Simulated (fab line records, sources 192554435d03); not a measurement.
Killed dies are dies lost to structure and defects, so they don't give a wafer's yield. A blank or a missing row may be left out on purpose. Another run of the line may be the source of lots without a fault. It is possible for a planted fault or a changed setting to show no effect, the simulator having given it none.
Chamber matching || flow n5-finfet || N5_BEOL_M2_DEP_57 on pecvd-02: 3 sister chambers
The step deposits SiCN from 3MS/NH3, target thk 8 nm, time 14 s. 18 wafers are shown with their chamber, then 9 later ones without.

## WAFERS PAIRED WITH THEIR CHAMBERS
{"wafer": "L075.2", "chamber": 0, "throttle-valve-pct (%)": 9.8, "showerhead-plenum-p-Torr (Torr)": 3.683}
{"wafer": "L075.4", "chamber": 2, "throttle-valve-pct (%)": 8.3, "showerhead-plenum-p-Torr (Torr)": 3.654}
{"wafer": "L075.5", "chamber": 1, "throttle-valve-pct (%)": 9.1, "showerhead-plenum-p-Torr (Torr)": 3.657}
{"wafer": "L078.1", "chamber": 1, "throttle-valve-pct (%)": 9.1, "showerhead-plenum-p-Torr (Torr)": 3.649}
{"wafer": "L078.4", "chamber": 1, "throttle-valve-pct (%)": 9.4, "showerhead-plenum-p-Torr (Torr)": 3.660}
{"wafer": "L078.5", "chamber": 1, "throttle-valve-pct (%)": 9.0, "showerhead-plenum-p-Torr (Torr)": 3.653}
{"wafer": "L081.2", "chamber": 1, "throttle-valve-pct (%)": 9.4, "showerhead-plenum-p-Torr (Torr)": 3.671}
{"wafer": "L081.3", "chamber": 1, "throttle-valve-pct (%)": 9.1, "showerhead-plenum-p-Torr (Torr)": 3.662}
{"wafer": "L081.4", "chamber": 0, "throttle-valve-pct (%)": 9.7, "showerhead-plenum-p-Torr (Torr)": 3.683}
{"wafer": "L088.1", "chamber": 1, "throttle-valve-pct (%)": 9.5, "showerhead-plenum-p-Torr (Torr)": 3.648}
{"wafer": "L088.2", "chamber": 2, "throttle-valve-pct (%)": 8.3, "showerhead-plenum-p-Torr (Torr)": 3.657}
{"wafer": "L088.3", "chamber": 0, "throttle-valve-pct (%)": 9.7, "showerhead-plenum-p-Torr (Torr)": 3.681}
{"wafer": "L088.4", "chamber": 1, "throttle-valve-pct (%)": 9.2, "showerhead-plenum-p-Torr (Torr)": 3.652}
{"wafer": "L088.5", "chamber": 0, "throttle-valve-pct (%)": 9.6, "showerhead-plenum-p-Torr (Torr)": 3.680}
{"wafer": "L088.6", "chamber": 2, "throttle-valve-pct (%)": 8.2, "showerhead-plenum-p-Torr (Torr)": 3.654}
{"wafer": "L090.4", "chamber": 2, "throttle-valve-pct (%)": 8.2, "showerhead-plenum-p-Torr (Torr)": 3.657}
{"wafer": "L090.5", "chamber": 1, "throttle-valve-pct (%)": 9.3, "showerhead-plenum-p-Torr (Torr)": 3.652}
{"wafer": "L090.6", "chamber": 0, "throttle-valve-pct (%)": 9.6, "showerhead-plenum-p-Torr (Torr)": 3.680}

SIGNATURES (averages over the wafers above)
{"reading": "throttle-valve-pct", "chamber 0": 9.680, "chamber 1": 9.233, "chamber 2": 8.250, "scatter within a chamber": 0.136}
{"reading": "showerhead-plenum-p-Torr", "chamber 0": 3.68140, "chamber 1": 3.65600, "chamber 2": 3.65550, "scatter within a chamber": 0.00548}
Rule: for a wafer and a chamber, the distance is found by dividing, reading by reading, the gap between the wafer's reading and the chamber's mean by the reading's scatter, squaring, summing and taking the root. If the next closest chamber is less than 2 further off than the closest, the wafer can't be placed; otherwise it belongs to the closest. The scatter: the root of (the sum of the squares of (reading less its chamber's mean) over the shown wafers, divided by (wafers less chambers)).

## WAFERS WITH NO CHAMBER GIVEN
{"wafer": "L089.2", "throttle-valve-pct (%)": 9.1, "showerhead-plenum-p-Torr (Torr)": 3.651}
{"wafer": "L089.3", "throttle-valve-pct (%)": 9.7, "showerhead-plenum-p-Torr (Torr)": 3.686}
{"wafer": "L089.5", "throttle-valve-pct (%)": 9.3, "showerhead-plenum-p-Torr (Torr)": 3.652}
{"wafer": "L093.1", "throttle-valve-pct (%)": 9.4, "showerhead-plenum-p-Torr (Torr)": 3.684}
{"wafer": "L093.2", "throttle-valve-pct (%)": 9.3, "showerhead-plenum-p-Torr (Torr)": 3.658}
{"wafer": "L093.6", "throttle-valve-pct (%)": 8.4, "showerhead-plenum-p-Torr (Torr)": 3.654}
{"wafer": "L095.2", "throttle-valve-pct (%)": 9.2, "showerhead-plenum-p-Torr (Torr)": 3.659}
{"wafer": "L095.3", "throttle-valve-pct (%)": 8.4, "showerhead-plenum-p-Torr (Torr)": 3.658}
{"wafer": "L095.6", "throttle-valve-pct (%)": 8.4, "showerhead-plenum-p-Torr (Torr)": 3.654}

## WHICH CHAMBER EACH ONE RAN IN
{"wafer": "L089.2", "from the rows above": 1, "in truth": 1}
{"wafer": "L089.3", "from the rows above": 0, "in truth": 0}
{"wafer": "L089.5", "from the rows above": 1, "in truth": 1}
{"wafer": "L093.1", "from the rows above": 0, "in truth": 0}
{"wafer": "L093.2", "from the rows above": 1, "in truth": 1}
{"wafer": "L093.6", "from the rows above": 2, "in truth": 2}
{"wafer": "L095.2", "from the rows above": 1, "in truth": 1}
{"wafer": "L095.3", "from the rows above": 2, "in truth": 2}
{"wafer": "L095.6", "from the rows above": 2, "in truth": 2}
Placed correctly: 9 of 9. Can't be placed from these rows: 0. 0 placed wrongly.
